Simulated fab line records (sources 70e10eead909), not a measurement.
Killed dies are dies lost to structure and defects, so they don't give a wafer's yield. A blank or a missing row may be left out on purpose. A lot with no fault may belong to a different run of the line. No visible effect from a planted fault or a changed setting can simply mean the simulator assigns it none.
Matching of chambers	flow nand_harc	NHARC_A_STAIRCASE_CMP_152 on cmp-04 has 4 sister chambers
The step polishes. 18 wafers are shown with their chamber, then 9 later ones without.

WAFERS PAIRED WITH THEIR CHAMBERS
wafer	chamber	motor_current_A (A)
L078.2	0	12.4
L078.3	3	12.5
L078.4	1	12.3
L086.1	3	12.6
L086.5	1	11.7
L086.6	2	10.1
L084.1	2	10.2
L084.3	3	12.3
L084.5	2	10.2
L087.1	1	11.5
L087.3	2	10.1
L087.5	0	12.0
L089.1	1	11.9
L089.2	0	12.7
L089.3	3	12.1
L089.4	2	9.7
L089.5	0	11.9
L089.6	3	12.8

SIGNATURES, as means of the wafers listed above
reading	chamber 0	chamber 1	chamber 2	chamber 3	scatter within a chamber
motor_current_A	12.250	11.850	10.060	12.460	0.296
Rule: for a wafer and a chamber, the distance is found by dividing, reading by reading, the gap between the wafer's reading and the chamber's mean by the reading's scatter, squaring, summing and taking the root. The wafer belongs to the nearest chamber; if the next one is less than 2 further off, it can't be placed. How the scatter is found: for the shown wafers, subtract from each reading the mean of its chamber, square and add these, divide the total by (wafers less chambers), then take the root.

WAFERS MISSING THEIR CHAMBER
wafer	motor_current_A (A)
L091.2	11.5
L091.3	12.0
L091.4	10.2
L093.2	12.0
L093.3	12.3
L093.6	12.0
L097.2	12.1
L097.4	12.5
L097.5	9.6

WHICH CHAMBER EACH ONE RAN IN
wafer	from the rows above	in truth
L091.2	can't be placed: 1 or 0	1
L091.3	can't be placed: 1 or 0 or 3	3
L091.4	2	2
L093.2	can't be placed: 1 or 0 or 3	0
L093.3	can't be placed: 0 or 3 or 1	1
L093.6	can't be placed: 1 or 0 or 3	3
L097.2	can't be placed: 0 or 1 or 3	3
L097.4	can't be placed: 3 or 0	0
L097.5	2	2
2 of 9 placed correctly. These rows do not allow placing 7 (true chamber among the candidates in 7). Wrongly placed: 0.
